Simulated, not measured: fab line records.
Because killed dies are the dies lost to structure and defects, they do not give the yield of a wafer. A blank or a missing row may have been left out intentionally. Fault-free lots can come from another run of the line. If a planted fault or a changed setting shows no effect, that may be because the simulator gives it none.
Matching of chambers || flow n5_finfet || N5_GATE_CUT_STRIP_42 on rie_diel-01 has 4 sister chambers
The step strips in O2. 8 wafers are shown with their chamber, then 10 later ones without.

WAFERS WITH THEIR CHAMBER
{"wafer": "L082.1", "chamber": 0, "throttle_valve_pct (%)": 16.80, "drypump_motor_current_A (A)": 5.08}
{"wafer": "L086.1", "chamber": 1, "throttle_valve_pct (%)": 16.76, "drypump_motor_current_A (A)": 5.58}
{"wafer": "L087.1", "chamber": 0, "throttle_valve_pct (%)": 16.81, "drypump_motor_current_A (A)": 5.06}
{"wafer": "L087.5", "chamber": 1, "throttle_valve_pct (%)": 16.76, "drypump_motor_current_A (A)": 5.61}
{"wafer": "L088.1", "chamber": 2, "throttle_valve_pct (%)": 16.85, "drypump_motor_current_A (A)": 5.68}
{"wafer": "L088.5", "chamber": 3, "throttle_valve_pct (%)": 16.33, "drypump_motor_current_A (A)": 5.67}
{"wafer": "L089.1", "chamber": 2, "throttle_valve_pct (%)": 16.84, "drypump_motor_current_A (A)": 5.69}
{"wafer": "L089.2", "chamber": 3, "throttle_valve_pct (%)": 16.34, "drypump_motor_current_A (A)": 5.68}

WAFERS WITHOUT THEIR CHAMBER
{"wafer": "L089.5", "throttle_valve_pct (%)": 16.84, "drypump_motor_current_A (A)": 5.66}
{"wafer": "L091.3", "throttle_valve_pct (%)": 16.34, "drypump_motor_current_A (A)": 5.65}
{"wafer": "L091.4", "throttle_valve_pct (%)": 16.82, "drypump_motor_current_A (A)": 5.06}
{"wafer": "L091.5", "throttle_valve_pct (%)": 16.78, "drypump_motor_current_A (A)": 5.57}
{"wafer": "L093.3", "throttle_valve_pct (%)": 16.35, "drypump_motor_current_A (A)": 5.64}
{"wafer": "L093.5", "throttle_valve_pct (%)": 16.83, "drypump_motor_current_A (A)": 5.06}
{"wafer": "L093.6", "throttle_valve_pct (%)": 16.34, "drypump_motor_current_A (A)": 5.65}
{"wafer": "L094.1", "throttle_valve_pct (%)": 16.78, "drypump_motor_current_A (A)": 5.58}
{"wafer": "L094.2", "throttle_valve_pct (%)": 16.34, "drypump_motor_current_A (A)": 5.66}
{"wafer": "L094.4", "throttle_valve_pct (%)": 16.87, "drypump_motor_current_A (A)": 5.69}

THE CHAMBER EACH PASSED THROUGH
{"wafer": "L089.5", "from the rows above": 2, "in truth": 2}
{"wafer": "L091.3", "from the rows above": 3, "in truth": 3}
{"wafer": "L091.4", "from the rows above": 0, "in truth": 0}
{"wafer": "L091.5", "from the rows above": 1, "in truth": 1}
{"wafer": "L093.3", "from the rows above": 3, "in truth": 3}
{"wafer": "L093.5", "from the rows above": 0, "in truth": 0}
{"wafer": "L093.6", "from the rows above": 3, "in truth": 3}
{"wafer": "L094.1", "from the rows above": 1, "in truth": 1}
{"wafer": "L094.2", "from the rows above": 3, "in truth": 3}
{"wafer": "L094.4", "from the rows above": 2, "in truth": 2}
10 of 10 placed correctly. Number that these rows cannot place: 0. Wrongly placed: 0.
How it was worked out, from the rows above alone: a wafer's distance from a chamber is the root of the sum, over the readings, of the square of ((its reading less the chamber's mean) divided by the reading's scatter). If the next closest chamber is less than 2 further off than the closest, the wafer can't be placed; otherwise it belongs to the closest. The mean given for a chamber averages the wafers shown for that chamber. The scatter is the square root of a quotient: the sum, over the shown wafers, of each reading's squared deviation from its chamber's mean, divided by wafers minus chambers.
